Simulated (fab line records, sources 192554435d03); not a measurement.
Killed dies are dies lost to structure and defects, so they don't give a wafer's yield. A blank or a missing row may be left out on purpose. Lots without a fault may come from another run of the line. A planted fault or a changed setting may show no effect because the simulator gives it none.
Problem report in the 8D (eight disciplines) form, filled by code | flow n5_finfet | the parts of the form that need people (team, actions taken, sign-off) are left out

1. THE PROBLEM
exposure_dose_mJ_cm2 at N5_BEOL_M15_EXPOSE_25 reads a mean of 36.02 on 6 wafers of 2 lots; wafers without a fault read 35.46 with a standard deviation of 0.035. That is +16 standard deviations from the usual mean.
The step: exposes mask M15, target cd 400 nm.
First seen on wafer L430.2, day 14 06:31, on krf_scanner-02. The record holds 18 wafers of 6 lots with a number at this step. Rule for "out", or "out of limits": more than 4 standard deviations from the usual mean. The other wafers with a number count as sound.

2. WHAT IT IS AND WHAT IT IS NOT
question                    | is                     | is not
which readings at this step | exposure_dose_mJ_cm2   | -
which lots                  | L430, L431             | L420, L433, L435, L437
which wafers of those lots  | all that have a number | -
read on which tools         | krf_scanner-02         | krf_scanner-01
when                        | from day 14 06:31      | up to then (3 sound wafers); but 9 sound wafers of L433, L435, L437 came after

3. SUSPECTS, AND WHAT RULES EACH OUT
Counting: a tool at a process step up to the reading stays a suspect if it ran every lot that is out and no sound lot after the first of them.
- rie_diel-05 at N5_BEOL_M15_VIA_ETCH_16 (etches SiO2 in C4F8/O2/Ar, target depth 1792.2 nm): kept. It ran every lot that is out, first L430 (day 14 05:05), and no sound lot after that; its last sound lot up to then is L420 (day 10 10:43).
- rie_diel-05 at N5_BEOL_M15_STRIP_63 (strips in O2): kept. It ran every lot that is out, first L430 (day 14 05:31), and no sound lot after that; its last sound lot up to then is L420 (day 10 11:07). N5_BEOL_M15_STRIP_63 gives no start for some lots, so the hours and the order of its lots are those of N5_BEOL_M15_CD_MEAS_17.
- rie_diel-05 at N5_BEOL_M15_STRIP_64 (strips in O2): kept. It ran every lot that is out, first L430 (day 14 05:31), and no sound lot after that; its last sound lot up to then is L420 (day 10 11:07). N5_BEOL_M15_STRIP_64 gives no start for some lots, so the hours and the order of its lots are those of N5_BEOL_M15_CD_MEAS_17.
- krf_scanner-02 at N5_BEOL_M15_EXPOSE_25 (exposes mask M15, target cd 400 nm): kept. It ran every lot that is out, first L430 (day 14 06:31), and no sound lot after that. Its own readings are out on those wafers: exposure_dose_mJ_cm2.
Left after counting: rie_diel-05 at N5_BEOL_M15_VIA_ETCH_16, rie_diel-05 at N5_BEOL_M15_STRIP_63, rie_diel-05 at N5_BEOL_M15_STRIP_64, krf_scanner-02 at N5_BEOL_M15_EXPOSE_25.

4. THE CAUSE (what the simulator had put in)
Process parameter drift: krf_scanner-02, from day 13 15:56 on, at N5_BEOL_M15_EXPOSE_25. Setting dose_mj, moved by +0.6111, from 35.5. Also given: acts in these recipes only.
Counting left 4 suspects, and this tool is among them.

5. THE CHAIN OF EFFECTS, in route order
Each row: a reading whose mean over the struck wafers that have a number lies more than 3 standard deviations from the usual. Only readings for which the record gives a usual standard deviation are gone through. hours: the time from each lot's start at the first step in this table that gives one to its start at this step, as a median over the lots. sigmas: the change in usual standard deviations.
hours | step                  | reading              | usual | on struck wafers | change | sigmas
0     | N5_BEOL_M15_EXPOSE_25 | exposure_dose_mJ_cm2 | 35.46 | 36.02            | +0.55  | +16
The process steps in it:
- N5_BEOL_M15_EXPOSE_25: exposes mask M15, target cd 400 nm.

6. WHAT WOULD HAVE CAUGHT IT SOONER
In this record the first reading out of limits was taken at day 14 06:31, 15 hours after the fault began at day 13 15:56.
